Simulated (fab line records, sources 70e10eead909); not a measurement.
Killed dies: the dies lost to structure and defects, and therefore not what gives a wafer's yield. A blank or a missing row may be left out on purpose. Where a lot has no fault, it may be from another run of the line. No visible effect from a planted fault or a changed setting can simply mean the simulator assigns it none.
Problem report, 8D (eight disciplines) form, completed by code ; flow nandHarc ; the parts of the form that need people (team, actions taken, sign-off) are left out

## 1. THE ISSUE
A mean of 70.4 s is read at NHARC_A_BONDPAD_ETCH_34 for runLengthS, taken on 1 wafer of 1 lot, against 87.3 s (standard deviation 0.47) on wafers free of any fault. That is -36 standard deviations from the usual mean.
The step: etches the open film in N2/H2, target depth 60 nm, overetch 18 nm, time 65.91 s.
The first sign was on wafer L986.4 at day 26 00:58, on rieDiel-11. Wafers with a number at this step in the record: 33, from 11 lots. Rule for "out" (also "out of limits"): further than 4 standard deviations from the usual mean. All remaining wafers that have a number are taken as sound.

## 2. WHAT IT IS; WHAT IT IS NOT
question;is;is not
which readings at this step;runLengthS;drypumpMotorCurrentA, oesProductAu, rfVppV, showerheadPlenumPTorr, throttleValvePct
which lots;L986;L100, L101, L102, L980, L993, L994, L995, L996, L997, L998
which wafers of those lots;L986.4;L986.1, L986.5
read on which tools;rieDiel-11;rieDiel-04, rieDiel-09
when;from day 26 00:58;"up to then (5 sound wafers); but 27 sound wafers of L100, L101, L102, L993, L994, L995, L996, L997, L998 came after"

## 3. THE SUSPECTS, EACH WITH WHAT RULES IT OUT
Counting: any tool at a process step up to the reading remains a suspect provided it ran every lot that is out. Sound lots after the first of them don't rule it out here, since some wafers of a struck lot are sound.
- pecvd-04 at NHARC_A_BONDPAD_DEP_00 (deposits SiCN, target thk 250 nm): kept. It ran the lot that is out, L986 (day 25 23:56). NHARC_A_BONDPAD_DEP_00: start missing for some lots; hours and lot order therefore follow NHARC_A_BONDPAD_CMP_29.
- cmp-03 at NHARC_A_BONDPAD_CMP_29 (polishes SiCN, target thk 200 nm): kept. It ran the lot that is out, L986 (day 25 23:56).
- rieDiel-11 at NHARC_A_BONDPAD_DESCUM_11 (chemistry O2, time 3 s): kept. L986, the lot that is out, went through it at day 26 00:54; up to then, the latest sound lot through it was L980 at day 23 04:21.
- rieDiel-11 at NHARC_A_BONDPAD_ETCH_34 (etches the open film in N2/H2, target depth 60 nm, overetch 18 nm, time 65.91 s): kept. L986, the lot that is out, went through it at day 26 00:58; up to then, the latest sound lot through it was L980 at day 23 04:26. Out on those wafers are its own readings of runLengthS.
- At NHARC_A_BONDPAD_CMP_29 on cmp-03, chamber 3 took the sound wafers of the same lots and chamber 1 took the wafers that are out.
- Within rieDiel-11 at NHARC_A_BONDPAD_DESCUM_11: the wafers that are out ran in chamber 0; their sound lot-mates ran in chambers 1, 3.
- At NHARC_A_BONDPAD_ETCH_34 on rieDiel-11, chamber 2 took the sound wafers of the same lots and chamber 0 took the wafers that are out.
Left after counting: pecvd-04 at NHARC_A_BONDPAD_DEP_00, cmp-03 at NHARC_A_BONDPAD_CMP_29, rieDiel-11 at NHARC_A_BONDPAD_DESCUM_11, rieDiel-11 at NHARC_A_BONDPAD_ETCH_34.

## 4. THE CAUSE (what the simulator had put in)
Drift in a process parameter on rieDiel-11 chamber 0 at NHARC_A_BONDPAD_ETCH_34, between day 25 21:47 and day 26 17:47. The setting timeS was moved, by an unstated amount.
Counting left 4 suspects, and this tool is among them.

## 5. THE CHAIN OF EFFECTS, in route order
Rows list readings where the struck wafers' mean (over those with a number) sits beyond 3 standard deviations from the usual. Scope: only readings with a usual standard deviation given in the record; hours: median across lots of the time from each lot's start at the first step in this table that gives one to its start at this step; sigmas: change in usual standard deviations.
hours;step;reading;usual;on struck wafers;change;sigmas
0;NHARC_A_BONDPAD_ETCH_34;runLengthS;87.3 s;70.4;-16.9;-36
Process steps it contains:
- NHARC_A_BONDPAD_ETCH_34: etches the open film in N2/H2, target depth 60 nm, overetch 18 nm, time 65.91 s.
Readings that are blank on the struck wafers while sound wafers have them: biasW at NHARC_A_BONDPAD_ETCH_34.

## 6. WHAT WOULD HAVE CAUGHT IT SOONER
First out-of-limits reading in this record: day 26 00:58, which is 3 hours after fault onset at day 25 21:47.
